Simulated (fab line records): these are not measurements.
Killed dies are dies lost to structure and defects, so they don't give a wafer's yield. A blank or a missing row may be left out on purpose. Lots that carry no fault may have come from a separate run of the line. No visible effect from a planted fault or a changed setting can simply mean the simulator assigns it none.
Matching of chambers || flow n5Finfet || 4 sister chambers for N5_FIN_CUT_ETCH_20 on rieDiel-04
The step etches SiARC in CF4, target depth 26 nm, time 43.3 s. 18 wafers are shown with their chamber, then 9 later ones without.

WAFERS PAIRED WITH THEIR CHAMBERS
{"wafer": "L075.3", "chamber": 0, "drypumpMotorCurrentA (A)": 5.4, "showerheadPlenumPTorr (Torr)": 2.21, "oesProductAu (a.u.)": 0.64}
{"wafer": "L075.4", "chamber": 1, "drypumpMotorCurrentA (A)": 4.7, "showerheadPlenumPTorr (Torr)": 2.23, "oesProductAu (a.u.)": 0.68}
{"wafer": "L075.5", "chamber": 1, "drypumpMotorCurrentA (A)": 4.7, "showerheadPlenumPTorr (Torr)": 2.23, "oesProductAu (a.u.)": 0.67}
{"wafer": "L076.3", "chamber": 1, "drypumpMotorCurrentA (A)": 4.7, "showerheadPlenumPTorr (Torr)": 2.23, "oesProductAu (a.u.)": 0.67}
{"wafer": "L076.4", "chamber": 3, "drypumpMotorCurrentA (A)": 6.7, "showerheadPlenumPTorr (Torr)": 2.11, "oesProductAu (a.u.)": 0.77}
{"wafer": "L076.6", "chamber": 1, "drypumpMotorCurrentA (A)": 4.7, "showerheadPlenumPTorr (Torr)": 2.23, "oesProductAu (a.u.)": 0.67}
{"wafer": "L081.2", "chamber": 2, "drypumpMotorCurrentA (A)": 6.5, "showerheadPlenumPTorr (Torr)": 2.10, "oesProductAu (a.u.)": 0.59}
{"wafer": "L081.4", "chamber": 3, "drypumpMotorCurrentA (A)": 6.7, "showerheadPlenumPTorr (Torr)": 2.11, "oesProductAu (a.u.)": 0.75}
{"wafer": "L081.6", "chamber": 2, "drypumpMotorCurrentA (A)": 6.5, "showerheadPlenumPTorr (Torr)": 2.10, "oesProductAu (a.u.)": 0.59}
{"wafer": "L084.3", "chamber": 1, "drypumpMotorCurrentA (A)": 4.7, "showerheadPlenumPTorr (Torr)": 2.23, "oesProductAu (a.u.)": 0.67}
{"wafer": "L084.5", "chamber": 2, "drypumpMotorCurrentA (A)": 6.5, "showerheadPlenumPTorr (Torr)": 2.10, "oesProductAu (a.u.)": 0.59}
{"wafer": "L084.6", "chamber": 3, "drypumpMotorCurrentA (A)": 6.7, "showerheadPlenumPTorr (Torr)": 2.11, "oesProductAu (a.u.)": 0.75}
{"wafer": "L086.1", "chamber": 3, "drypumpMotorCurrentA (A)": 6.8, "showerheadPlenumPTorr (Torr)": 2.10, "oesProductAu (a.u.)": 0.74}
{"wafer": "L086.3", "chamber": 1, "drypumpMotorCurrentA (A)": 4.7, "showerheadPlenumPTorr (Torr)": 2.23, "oesProductAu (a.u.)": 0.66}
{"wafer": "L086.5", "chamber": 1, "drypumpMotorCurrentA (A)": 4.7, "showerheadPlenumPTorr (Torr)": 2.23, "oesProductAu (a.u.)": 0.66}
{"wafer": "L087.3", "chamber": 2, "drypumpMotorCurrentA (A)": 6.5, "showerheadPlenumPTorr (Torr)": 2.10, "oesProductAu (a.u.)": 0.59}
{"wafer": "L087.4", "chamber": 0, "drypumpMotorCurrentA (A)": 5.4, "showerheadPlenumPTorr (Torr)": 2.20, "oesProductAu (a.u.)": 0.63}
{"wafer": "L087.6", "chamber": 1, "drypumpMotorCurrentA (A)": 4.7, "showerheadPlenumPTorr (Torr)": 2.23, "oesProductAu (a.u.)": 0.66}

SIGNATURES, as means of the wafers listed above
{"reading": "drypumpMotorCurrentA", "chamber 0": 5.400, "chamber 1": 4.700, "chamber 2": 6.500, "chamber 3": 6.725, "scatter within a chamber": 0.0231}
{"reading": "showerheadPlenumPTorr", "chamber 0": 2.2050, "chamber 1": 2.2300, "chamber 2": 2.1000, "chamber 3": 2.1075, "scatter within a chamber": 0.00299}
{"reading": "oesProductAu", "chamber 0": 0.6350, "chamber 1": 0.6675, "chamber 2": 0.5900, "chamber 3": 0.7525, "scatter within a chamber": 0.00791}
Rule: a wafer's distance from a chamber is the root of the sum, over the readings, of the square of ((its reading less the chamber's mean) divided by the reading's scatter). If the next closest chamber is less than 2 further off than the closest, the wafer can't be placed; otherwise it belongs to the closest. The scatter: take each reading less its chamber's mean, square it, sum over the shown wafers, divide by the number of wafers less the number of chambers, and take the root.

WAFERS WITH NO CHAMBER GIVEN
{"wafer": "L090.1", "drypumpMotorCurrentA (A)": 4.7, "showerheadPlenumPTorr (Torr)": 2.22, "oesProductAu (a.u.)": 0.64}
{"wafer": "L090.3", "drypumpMotorCurrentA (A)": 5.4, "showerheadPlenumPTorr (Torr)": 2.20, "oesProductAu (a.u.)": 0.62}
{"wafer": "L090.5", "drypumpMotorCurrentA (A)": 4.7, "showerheadPlenumPTorr (Torr)": 2.22, "oesProductAu (a.u.)": 0.65}
{"wafer": "L091.1", "drypumpMotorCurrentA (A)": 5.4, "showerheadPlenumPTorr (Torr)": 2.20, "oesProductAu (a.u.)": 0.62}
{"wafer": "L091.2", "drypumpMotorCurrentA (A)": 6.8, "showerheadPlenumPTorr (Torr)": 2.10, "oesProductAu (a.u.)": 0.73}
{"wafer": "L091.3", "drypumpMotorCurrentA (A)": 4.7, "showerheadPlenumPTorr (Torr)": 2.22, "oesProductAu (a.u.)": 0.65}
{"wafer": "L094.1", "drypumpMotorCurrentA (A)": 6.5, "showerheadPlenumPTorr (Torr)": 2.10, "oesProductAu (a.u.)": 0.81}
{"wafer": "L094.4", "drypumpMotorCurrentA (A)": 6.8, "showerheadPlenumPTorr (Torr)": 2.10, "oesProductAu (a.u.)": 0.72}
{"wafer": "L094.6", "drypumpMotorCurrentA (A)": 5.4, "showerheadPlenumPTorr (Torr)": 2.20, "oesProductAu (a.u.)": 0.61}

CHAMBER TAKEN BY EACH
{"wafer": "L090.1", "from the rows above": 1, "in truth": 1}
{"wafer": "L090.3", "from the rows above": 0, "in truth": 0}
{"wafer": "L090.5", "from the rows above": 1, "in truth": 1}
{"wafer": "L091.1", "from the rows above": 0, "in truth": 0}
{"wafer": "L091.2", "from the rows above": 3, "in truth": 3}
{"wafer": "L091.3", "from the rows above": 1, "in truth": 1}
{"wafer": "L094.1", "from the rows above": 3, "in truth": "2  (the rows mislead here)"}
{"wafer": "L094.4", "from the rows above": 3, "in truth": 3}
{"wafer": "L094.6", "from the rows above": 0, "in truth": 0}
Correctly placed: 8 of 9. Left unplaced by these rows: 0. Placed wrongly: 1.
